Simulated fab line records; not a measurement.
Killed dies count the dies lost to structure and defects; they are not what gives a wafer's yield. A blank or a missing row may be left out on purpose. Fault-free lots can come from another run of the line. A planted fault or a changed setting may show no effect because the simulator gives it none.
What tool caused it? + flow n5Finfet + 27 wafers from 9 lots sampled at 5 of the route's 1938 steps

WHAT THE GAUGES SHOWED, per wafer
N5_BEOL_M3_CD_MEAS_28: target cd 25.7 nm, target cd y 23.3 nm. Usual: cdNm reads 25.74 nm (standard deviation 0.24).
| lot  | measured     | on       | cdNm (nm)         | flag |
|------|--------------|----------|-------------------|------|
| L908 | day 7 09:58  | cdSem-03 | 25.80 25.15 25.50 |      |
| L910 | day 7 14:10  | cdSem-03 | 25.99 25.67 25.53 |      |
| L911 | day 8 07:11  | cdSem-01 | 25.72 25.92 25.93 |      |
| L916 | day 9 19:44  | cdSem-03 | 25.70 25.73 25.97 |      |
| L922 | day 11 00:26 | cdSem-02 | 26.34 25.95 26.04 |      |
| L924 | day 11 02:47 | cdSem-03 | 25.98 25.67 25.81 |      |
| L923 | day 11 04:27 | cdSem-03 | 26.12 25.95 26.04 |      |
| L927 | day 12 08:32 | cdSem-03 | 25.86 25.83 25.31 |      |
| L931 | day 13 14:30 | cdSem-01 | 25.92 25.67 25.62 |      |

N5_BEOL_M4_RC_MEAS_101. Usual: DIBL_N 35.9 mV/V, standard deviation 1.3; DIBL_P 35.9 mV/V, standard deviation 1.5; IOFF_N 0.152 nA/um, standard deviation 0.023; IOFF_P 0.204 nA/um, standard deviation 0.027; ION_N 673 uA/um, standard deviation 9.2; ION_P 462 uA/um, standard deviation 6.7; SS_N 71.4 mV/dec, standard deviation 0.48; SS_P 73.2 mV/dec, standard deviation 0.55; VT_N 250.3 mV, standard deviation 2.6; VT_P -250.6 mV, standard deviation 3.
| lot  | measured     | on        | DIBL_N (mV/V)  | DIBL_P (mV/V)  | IOFF_N (nA/um)    | IOFF_P (nA/um)    | ION_N (uA/um) | ION_P (uA/um) | SS_N (mV/dec)  | SS_P (mV/dec)  | VT_N (mV)         | VT_P (mV)            | flag |
|------|--------------|-----------|----------------|----------------|-------------------|-------------------|---------------|---------------|----------------|----------------|-------------------|----------------------|------|
| L908 | day 8 12:53  | prober-02 | 35.2 37.0 37.2 | 35.1 38.1 37.3 | 0.120 0.155 0.149 | 0.163 0.207 0.193 | 662 671 659   | 455 468 450   | 70.9 71.2 71.6 | 72.3 72.6 73.2 | 255.4 251.9 250.1 | -253.8 -251.8 -251.3 |      |
| L910 | day 8 20:23  | prober-02 | 33.8 33.5 33.9 | 34.7 34.5 35.1 | 0.143 0.133 0.139 | 0.199 0.186 0.199 | 667 672 663   | 461 464 464   | 71.0 71.5 70.9 | 72.4 72.5 72.8 | 250.9 250.1 250.9 | -250.0 -250.8 -250.2 |      |
| L911 | day 9 18:23  | prober-02 | 36.5 35.0 36.1 | 37.3 36.3 37.1 | 0.167 0.150 0.163 | 0.198 0.182 0.197 | 677 679 680   | 461 452 462   | 70.8 71.0 71.5 | 74.3 73.0 73.2 | 249.8 252.0 248.3 | -253.7 -254.3 -251.2 |      |
| L916 | day 10 22:23 | prober-01 | 36.2 37.4 36.8 | 35.5 37.4 36.7 | 0.162 0.183 0.175 | 0.209 0.233 0.224 | 687 680 690   | 467 468 469   | 71.6 71.8 70.5 | 73.1 74.2 73.0 | 246.1 245.8 247.4 | -248.9 -249.6 -248.3 |      |
| L922 | day 12 07:56 | prober-01 | 33.9 34.1 33.2 | 35.3 36.2 34.6 | 0.152 0.156 0.136 | 0.208 0.231 0.201 | 688 682 681   | 474 474 471   | 71.3 71.0 70.4 | 72.8 73.3 72.7 | 248.7 250.0 250.0 | -248.8 -245.6 -249.4 |      |
| L924 | day 12 12:38 | prober-02 | 33.7 37.4 35.2 | 32.6 37.8 34.0 | 0.112 0.179 0.140 | 0.168 0.235 0.181 | 658 677 664   | 463 469 458   | 71.3 71.4 71.7 | 72.2 74.2 72.9 | 254.1 249.8 250.1 | -251.2 -248.6 -250.5 |      |
| L923 | day 12 14:05 | prober-02 | 37.4 39.0 36.4 | 34.7 36.7 33.5 | 0.139 0.163 0.121 | 0.161 0.193 0.149 | 679 689 669   | 457 463 452   | 71.0 71.4 71.3 | 72.6 73.7 72.6 | 251.0 248.7 252.4 | -255.2 -253.3 -252.7 |      |
| L927 | day 13 17:34 | prober-01 | 36.5 35.8 36.4 | 36.4 35.8 36.3 | 0.174 0.162 0.172 | 0.228 0.218 0.228 | 688 681 677   | 471 469 468   | 71.9 72.0 71.1 | 72.9 72.9 72.5 | 246.3 248.6 245.5 | -248.1 -249.2 -247.2 |      |
| L931 | day 14 22:47 | prober-02 | 35.3 35.2 35.9 | 34.3 34.4 35.3 | 0.134 0.130 0.146 | 0.219 0.216 0.240 | 657 667 678   | 466 471 477   | 71.6 71.4 71.1 | 73.2 72.1 73.7 | 252.8 249.9 251.0 | -247.0 -247.9 -244.7 |      |

TOOL THAT RAN EACH LOT (tool first, then ch and the chambers of the sampled wafers, then the start)
| lot  | N5_BEOL_M3_ETCH_64                | N5_BEOL_M3_EXPOSE_25             | N5_BEOL_M3_DESCUM_33              |
|------|-----------------------------------|----------------------------------|-----------------------------------|
| L908 | rieDiel-06 ch 1,2,3, day 7 09:15  | euvScanner-01 ch 0, day 7 09:49  | rieDiel-03 ch 0,1,3, day 7 10:05  |
| L910 | rieDiel-01 ch 0,1,2, day 7 13:30  | euvScanner-01 ch 0, day 7 14:01  | rieDiel-03 ch 0,1,3, day 7 14:32  |
| L911 | rieDiel-03 ch 0,1,2, day 8 06:28  | euvScanner-01 ch 0, day 8 07:02  | rieDiel-06 ch 0,1, day 8 07:18    |
| L916 | rieDiel-03 ch 1,2,3, day 9 18:59  | euvScanner-02 ch 0, day 9 19:35  | rieDiel-03 ch 0,1, day 9 19:52    |
| L922 | rieDiel-06 ch 0,3, day 10 23:38   | euvScanner-01 ch 0, day 11 00:17 | rieDiel-01 ch 1,2,3, day 11 00:34 |
| L924 | rieDiel-01 ch 0,1,3, day 11 02:05 | euvScanner-02 ch 0, day 11 02:38 | rieDiel-06 ch 0,2,3, day 11 03:09 |
| L923 | rieDiel-06 ch 2,3, day 11 03:37   | euvScanner-01 ch 0, day 11 04:19 | rieDiel-06 ch 0,2,3, day 11 04:34 |
| L927 | rieDiel-06 ch 1,3, day 12 07:45   | euvScanner-02 ch 0, day 12 08:25 | rieDiel-06 ch 0,1, day 12 08:40   |
| L931 | rieDiel-03 ch 1,3, day 13 13:43   | euvScanner-02 ch 0, day 13 14:22 | rieDiel-06 ch 1,2,3, day 13 14:37 |
- N5_BEOL_M3_ETCH_64: etches SOC in N2/H2, target depth 75 nm, overetch 15 nm, time 112.5 s.
- N5_BEOL_M3_EXPOSE_25: exposes mask V2, defocus 5 nm.
- N5_BEOL_M3_DESCUM_33: chemistry O2, time 7 s.

WHAT THE TOOLS THEMSELVES READ (means of the sampled wafers that have a number; where no wafer has one, the mark that the record gives instead)
N5_BEOL_M3_ETCH_64. Usual: drypumpMotorCurrentA 5.53 A, standard deviation 0.3; oesProductAu 0.60 a.u., standard deviation 0.046; rfVppV 523.3 V, standard deviation 2.6; showerheadPlenumPTorr 2.53 Torr, standard deviation 0.091; throttleValvePct 17.83 %, standard deviation 0.27.
| lot  | tool       | drypumpMotorCurrentA (A) | oesProductAu (a.u.) | rfVppV (V) | showerheadPlenumPTorr (Torr) | throttleValvePct (%) | flag |
|------|------------|--------------------------|---------------------|------------|------------------------------|----------------------|------|
| L908 | rieDiel-06 | 5.68                     | 0.64                | 524.5      | 2.57                         | 17.74                |      |
| L910 | rieDiel-01 | 5.45                     | 0.60                | 524.2      | 2.57                         | 17.93                |      |
| L911 | rieDiel-03 | 5.36                     | 0.60                | 521.7      | 2.47                         | 17.78                |      |
| L916 | rieDiel-03 | 5.40                     | 0.59                | 521.5      | 2.46                         | 17.98                |      |
| L922 | rieDiel-06 | 5.21                     | 0.60                | 522.4      | 2.46                         | 17.79                |      |
| L924 | rieDiel-01 | 5.43                     | 0.60                | 523.5      | 2.55                         | 17.86                |      |
| L923 | rieDiel-06 | 5.67                     | 0.59                | 524.4      | 2.58                         | 17.82                |      |
| L927 | rieDiel-06 | 5.38                     | 0.59                | 521.9      | 2.46                         | 17.86                |      |
| L931 | rieDiel-03 | 5.38                     | 0.64                | 520.1      | 2.38                         | 17.61                |      |

N5_BEOL_M3_EXPOSE_25. Usual: exposureDoseMJCm2 reads 62.90 (standard deviation 0.072).
| lot  | tool          | exposureDoseMJCm2 | flag |
|------|---------------|-------------------|------|
| L908 | euvScanner-01 | 62.97             |      |
| L910 | euvScanner-01 | 62.89             |      |
| L911 | euvScanner-01 | 62.89             |      |
| L916 | euvScanner-02 | 62.89             |      |
| L922 | euvScanner-01 | 63.80             | OFF  |
| L924 | euvScanner-02 | 62.89             |      |
| L923 | euvScanner-01 | 63.60             | OFF  |
| L927 | euvScanner-02 | 62.93             |      |
| L931 | euvScanner-02 | 62.90             |      |

N5_BEOL_M3_DESCUM_33. Usual: drypumpMotorCurrentA 5.54 A, standard deviation 0.29; oesProductAu 0.77 a.u., standard deviation 0.068; rfVppV 242.8 V, standard deviation 1.4; showerheadPlenumPTorr 2.08 Torr, standard deviation 0.073; throttleValvePct 20.36 %, standard deviation 0.25.
| lot  | tool       | drypumpMotorCurrentA (A) | oesProductAu (a.u.) | rfVppV (V) | showerheadPlenumPTorr (Torr) | throttleValvePct (%) | flag |
|------|------------|--------------------------|---------------------|------------|------------------------------|----------------------|------|
| L908 | rieDiel-03 | 5.49                     | 0.74                | 241.2      | 2.03                         | 20.37                |      |
| L910 | rieDiel-03 | 5.49                     | 0.73                | 241.9      | 2.03                         | 20.37                |      |
| L911 | rieDiel-06 | 5.62                     | 0.89                | 243.9      | 2.13                         | 20.12                |      |
| L916 | rieDiel-03 | 5.34                     | 0.76                | 241.3      | 1.97                         | 20.18                |      |
| L922 | rieDiel-01 | 5.65                     | 0.72                | 243.3      | 2.08                         | 20.41                |      |
| L924 | rieDiel-06 | 5.47                     | 0.77                | 242.9      | 2.10                         | 20.25                |      |
| L923 | rieDiel-06 | 5.49                     | 0.78                | 242.5      | 2.10                         | 20.26                |      |
| L927 | rieDiel-06 | 5.80                     | 0.86                | 244.1      | 2.12                         | 20.16                |      |
| L931 | rieDiel-06 | 5.67                     | 0.77                | 243.0      | 2.09                         | 20.28                |      |

THE ANSWER, worked out from the rows above alone
Rule: a lot counts as off when the mean over its wafers that have a number is more than 3 standard deviations away from the usual mean. Also off: a lot with no number at a reading for which 4 or more lots have one. All remaining lots with rows at the step are treated as sound. The gauges are gone through in route order, then the tools' own readings, and for those a lot's mean is taken as printed above. The first step at which some lot is off is used, and at that step the reading that is off furthest; a lot without a number counts as furthest.
Off: L922, L923 (N5_BEOL_M3_EXPOSE_25, exposureDoseMJCm2).
If a tool, at that step or one of the process steps before it, ran each lot that is off and ran no sound lot following the first of them, it fits. One fits: N5_BEOL_M3_EXPOSE_25 on euvScanner-01. Its last sound lot is L911 (day 8 07:02), its first lot that is off L922 (day 11 00:17): a fault that began between those two fits.
On the lots that are off, the tool's own readings at N5_BEOL_M3_EXPOSE_25 differ by more than 5 times the standard deviation of the sound lots' means, which bears it out; exposureDoseMJCm2 reads 63.70 there versus 62.91 on the sound lots.

WHAT THE SIMULATOR HAD INSERTED
Drift in process parameters on euvScanner-01 at N5_BEOL_M3_EXPOSE_25, starting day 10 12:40. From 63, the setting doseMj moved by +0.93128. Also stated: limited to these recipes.
Shown lots that were struck: L922, L923. Same finding as the rule above.
